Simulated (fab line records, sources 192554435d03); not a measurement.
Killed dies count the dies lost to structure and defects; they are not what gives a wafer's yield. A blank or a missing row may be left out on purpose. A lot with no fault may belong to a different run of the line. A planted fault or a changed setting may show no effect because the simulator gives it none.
A lot that was struck, set against a sound lot | flow n5 finfet | 16 steps out of a route of 1938
Sound: these wafers, L764.2, L764.4, L764.6. Wafers struck: L780.1, L780.5, L780.6. The cause comes at the end.
For every step that has rows: the tool of each side, followed by ch and its chambers, followed by its first start. Under that, the readings that differ: sound wafers | struck wafers | difference of the means | sigmas: that difference in standard deviations of wafers without a fault.
alike: a reading whose means differ by less than 2 such deviations, as well as words and numbers matching on both sides. not compared: withheld readings; readings where some wafer has no value; bounds like >300 that might hide an equal value; numbers whose values overlap and for which the record gives no deviation.
The two part at a step that has a row with sigmas, a row that says differs or no value, or rows on one side only. When numbers do not overlap yet have no deviation, they are printed without sigmas and do not part them. A reading missing from all wafers of one side parts the sides only when that side holds two or more wafers.

first, 3 steps without rows for these wafers: N5_BEOL_M4_ALD_84 (deposits TaN, pulse time 2 s, purge time 3 s, co reactant purge time 2 s); N5_BEOL_M4_SURFACE_TREAT_85; N5_BEOL_M4_CVD_47 (deposits Co from CCTBA/H2, target thk 3 nm, time 223.8 s).
N5_BEOL_M4_SPUTTER_48: material Cu, target thk 4.5 nm, time 8.29 s.
  sound: pvd sputter-03 at day 8 06:42; struck: pvd sputter-01 at day 11 17:46
  alike: chamber pressure pa, throttle valve pct
then, 1 step without rows for these wafers: N5_BEOL_M4_ANNEAL_49 (time 240 s).
N5_BEOL_M4_SPUTTER_79: material Cu, target thk 4.5 nm, time 8.29 s.
  sound: pvd sputter-03 at day 8 06:55; struck: pvd sputter-01 at day 11 17:59
  alike: chamber pressure pa, throttle valve pct
then, 2 steps without rows for these wafers: N5_BEOL_M4_ANNEAL_80 (time 240 s); N5_BEOL_M4_SPUTTER_81 (material Cu, target thk 4.5 nm, time 8.29 s).
N5_BEOL_M4_ANNEAL_82: time 240 s.
  sound: pvd sputter-03 at day 8 07:13; struck: pvd sputter-01 at day 11 18:17
  alike: heater power w, susceptor temp C
N5_BEOL_M4_SPUTTER_86: material Cu, target thk 4.5 nm, time 8.29 s.
  sound: pvd sputter-03 at day 8 07:22; struck: pvd sputter-01 at day 11 18:26
  alike: chamber pressure pa, throttle valve pct
then, 1 step without rows for these wafers: N5_BEOL_M4_ANNEAL_87 (time 240 s).
N5_BEOL_M4_SPUTTER_88: material Cu, target thk 4.5 nm, time 8.29 s.
  sound: pvd sputter-03 at day 8 07:35; struck: pvd sputter-01 at day 11 18:39
  alike: chamber pressure pa, throttle valve pct
N5_BEOL_M4_ANNEAL_89: time 240 s.
  sound: pvd sputter-03 at day 8 07:40; struck: pvd sputter-01 at day 11 18:44
  no value came back on the struck wafers for heater power w (W), susceptor temp C (C); on the sound wafers heater power w (W) reads 672 1097 850
then, 1 step without rows for these wafers: N5_BEOL_M4_SPUTTER_90 (material Cu, target thk 4.5 nm, time 8.29 s).
N5_BEOL_M4_RC_MEAS_101:
  sound on prober-02 ch 0, day 8 09:44; struck on prober-02 ch 0, day 11 20:40
  alike: DIBL_N, DIBL_P, IOFF_N, IOFF_P, ION_N, ION_P, SS_N, SS_P, VT_N, VT_P
next, for these wafers, 1 step has no rows: N5_PASSIVATION_PROBE_49.

WHERE THEY PART
At N5_BEOL_M4_ANNEAL_89 and nowhere else, as far as this record goes. Later steps at which nothing parts them and some readings are alike: N5_BEOL_M4_RC_MEAS_101.

WHY: what had been put in by the simulator
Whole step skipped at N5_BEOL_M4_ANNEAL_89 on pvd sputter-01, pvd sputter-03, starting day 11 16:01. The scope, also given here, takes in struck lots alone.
